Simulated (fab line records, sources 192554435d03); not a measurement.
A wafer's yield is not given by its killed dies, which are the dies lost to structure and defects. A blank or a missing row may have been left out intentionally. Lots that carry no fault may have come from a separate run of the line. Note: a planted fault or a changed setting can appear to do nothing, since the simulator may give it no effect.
A single fault, viewed from 3 desks | flow n5-finfet | numbers are kept per desk, each desk with only its own; the story behind them comes last
Where a reading is given only as a bound, like >300, the bound stands for it, and a mean or a difference that rests on one is marked > or <: the true number lies beyond.

AT THE METROLOGY DESK
What the gauges read for every lot (on any tool): the sampled wafers with a number, averaged. If a lot's mean is further than 4 standard deviations from the usual mean, the lot is out of limits and carries the mark OUT (the distance appears in the brackets). Only the readings that lie furthest out on some lot appear, 7 of the 11 it has.
Columns: A = DIBL_N at N5_BEOL_M4_RC_MEAS_101, usual 36.0 mV/V; B = DIBL_P at N5_BEOL_M4_RC_MEAS_101, usual 36.3 mV/V; C = IOFF_P at N5_BEOL_M4_RC_MEAS_101, usual 0.21 nA/um; D = ION_P at N5_BEOL_M4_RC_MEAS_101, usual 463 uA/um; E = SS_N at N5_BEOL_M4_RC_MEAS_101, usual 71.4 mV/dec; F = VT_N at N5_BEOL_M4_RC_MEAS_101, usual 251 mV; G = VT_P at N5_BEOL_M4_RC_MEAS_101, usual -250 mV
lot  | first seen here | A    | B    | C    | D   | E    | F   | G
L537 | day 7 02:35     | 34.4 | 34.9 | 0.18 | 458 | 71.1 | 252 | -252
L538 | day 7 02:38     | 35.7 | 38.1 | 0.22 | 461 | 71.3 | 249 | -250
L540 | day 7 17:23     | 36.8 | 37.3 | 0.21 | 455 | 71.6 | 247 | -253
L541 | day 7 21:40     | 35.0 | 36.5 | 0.25 | 471 | 71.3 | 249 | -246
L551 | day 10 11:29    | 38.9 | 38.8 | 0.22 | 456 | 71.9 | 250 | -252
L553 | day 10 22:50    | 37.5 | 37.9 | 0.22 | 459 | 72.4 | 249 | -252
L554 | day 11 13:15    | 38.4 | 40.9 | 0.30 | 473 | 71.4 | 245 | -244
L555 | day 11 15:05    | 35.1 | 35.2 | 0.21 | 467 | 70.9 | 252 | -251
Finding of this desk: none of the 8 lots has anything out of limits.

DESK OF THE TOOL OWNER: rie-diel-06
The tool's own readings at N5_BEOL_M0_SAQP_SPACER1_ETCHBACK_99 (etches SiO2 in CHF3/O2, target depth 15.4 nm, time 7.7 s): means of the sampled wafers that have a number, for each lot that ran on this tool. If a lot's mean is further than 4 standard deviations from the usual mean, the lot is out of limits and carries the mark OUT (the distance appears in the brackets).
Columns: A = drypump-motor-current-A at N5_BEOL_M0_SAQP_SPACER1_ETCHBACK_99, usual 6.0 A; B = oes_o_777_au at N5_BEOL_M0_SAQP_SPACER1_ETCHBACK_99, usual 0.77 a.u.; C = oes-product-au at N5_BEOL_M0_SAQP_SPACER1_ETCHBACK_99, usual 0.76 a.u.; D = rf-fwd-power-W at N5_BEOL_M0_SAQP_SPACER1_ETCHBACK_99, usual 645.5 W; E = rf-vpp-V at N5_BEOL_M0_SAQP_SPACER1_ETCHBACK_99, usual 523 V; F = showerhead-plenum-p-Torr at N5_BEOL_M0_SAQP_SPACER1_ETCHBACK_99, usual 2.38 Torr; G = throttle-valve-pct at N5_BEOL_M0_SAQP_SPACER1_ETCHBACK_99, usual 18.97 %
lot  | first seen here | A   | B    | C    | D     | E   | F    | G
L537 | day 6 20:18     | 5.9 | 0.74 | 0.74 | 646.1 | 518 | 2.37 | 19.05
L538 | day 6 23:39     | 6.3 | 0.77 | 0.76 | 645.9 | 515 | 2.39 | 19.05
L540 | day 7 15:07     | 5.7 | 0.78 | 0.77 | 642.4 | 504 | 2.43 | 19.11
L541 | day 7 19:15     | 5.9 | 0.74 | 0.74 | 643.9 | 517 | 2.36 | 19.06
L551 | day 10 09:05    | 5.7 | 0.76 | 0.75 | 646.6 | 504 | 2.42 | 19.14
L553 | day 10 20:15    | 5.7 | 0.83 | 0.81 | 645.5 | 514 | 2.39 | 19.01
L554 | day 11 10:47    | 5.3 | 0.73 | 0.72 | 646.7 | 506 | 2.39 | 19.16
L555 | day 11 12:11    | 5.7 | 0.75 | 0.74 | 645.7 | 503 | 2.42 | 19.16
Finding of this desk: none of the 8 lots has anything out of limits.

THE DEFECT DESK
Per lot, the means of the sampled wafers with a number show what the inspections along the route counted. If a lot's mean is further than 4 standard deviations from the usual mean, the lot is out of limits and carries the mark OUT (the distance appears in the brackets).
Columns: A = raw-defect-count at N5_BEOL_M0_SAQP_INSPECT_42, usual 324; B = raw-defect-count at N5_BEOL_M0_CUTY_INSPECT_59, usual 2.0
lot  | first seen here | A               | B
L537 | day 7 02:40     | 284             | 1.3
L538 | day 7 02:43     | 1134 (+8.3) OUT | >300 (+99 or more) OUT
L540 | day 7 17:28     | 970 (+6.6) OUT  | >300 (+99 or more) OUT
L541 | day 7 21:46     | 1040 (+7.3) OUT | >300 (+99 or more) OUT
L551 | day 10 11:34    | 237             | 2.3
L553 | day 10 22:56    | 328             | 1.3
L554 | day 11 13:20    | 284             | 2.3
L555 | day 11 15:10    | 303             | 1.0
This desk's finding: out of limits on L538, L540, L541; first on L538, day 7 02:43 (raw-defect-count at N5_BEOL_M0_SAQP_INSPECT_42). L537, L551, L553, L554, L555: within limits.

TAKEN TOGETHER
The defect desk could have raised an alarm at day 7 02:43, on L538, L540, L541.
The metrology desk saw nothing out of limits.
Nothing out of limits was seen by the tool owner's desk.
The metrology desk has L538, L540, L541 on record, within its limits.
The tool owner's desk has L538, L540, L541 on record, within its limits.
Of the lots named, all ran N5_BEOL_M0_SAQP_SPACER1_ETCHBACK_99 on rie-diel-06.

WHAT HAD BEEN PUT IN BY THE SIMULATOR
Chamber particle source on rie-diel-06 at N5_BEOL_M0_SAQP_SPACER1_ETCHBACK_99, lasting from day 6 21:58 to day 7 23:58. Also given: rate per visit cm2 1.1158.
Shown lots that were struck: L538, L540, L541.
Hours from the fault's start to each desk's first reading out of limits: the defect desk, 5.
